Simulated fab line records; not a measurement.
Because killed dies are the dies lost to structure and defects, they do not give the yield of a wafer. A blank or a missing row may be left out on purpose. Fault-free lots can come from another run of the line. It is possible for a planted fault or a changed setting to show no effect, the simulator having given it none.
Matching of chambers + flow nand harc + NHARC_P_CONTACT_DEP_30 on pecvd-01: 3 sister chambers
The step deposits SiNx, target thk 30 nm. 3 wafers are shown with their chamber, then 7 later ones without.

== EACH WAFER AND ITS CHAMBER ==
| wafer  | chamber | heater power outer w (W) |
|--------|---------|--------------------------|
| L084.5 | 1       | 460                      |
| L087.1 | 0       | 360                      |
| L087.2 | 2       | 374                      |

== WAFERS WITH NO CHAMBER GIVEN ==
| wafer  | heater power outer w (W) |
|--------|--------------------------|
| L087.4 | 361                      |
| L093.1 | 457                      |
| L093.2 | 429                      |
| L093.6 | 443                      |
| L096.2 | 427                      |
| L096.3 | 385                      |
| L096.4 | 427                      |

== WHICH CHAMBER EACH ONE RAN IN ==
| wafer  | from the rows above          | in truth                   |
|--------|------------------------------|----------------------------|
| L087.4 | can't be placed: 0 or 2      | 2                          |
| L093.1 | 1                            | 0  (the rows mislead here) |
| L093.2 | can't be placed: 1 or 2 or 0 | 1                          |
| L093.6 | 1                            | 1                          |
| L096.2 | can't be placed: 1 or 2 or 0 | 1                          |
| L096.3 | can't be placed: 2 or 0      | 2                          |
| L096.4 | can't be placed: 1 or 2 or 0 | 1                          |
Correctly placed: 1 of 7. These rows do not allow placing 5 (true chamber among the candidates in 5). Wrongly placed: 1.
How it was worked out, from the rows above alone: a wafer's distance from a chamber is the root of the sum, over the readings, of the square of ((its reading less the chamber's mean) divided by the reading's scatter). If the next closest chamber is less than 2 further off than the closest, the wafer can't be placed; otherwise it belongs to the closest. Each chamber's mean is taken over the wafers shown for it. The scatter: with one shown wafer a chamber, the root of the mean of the squares of how far each hidden wafer lies from its nearest shown one.
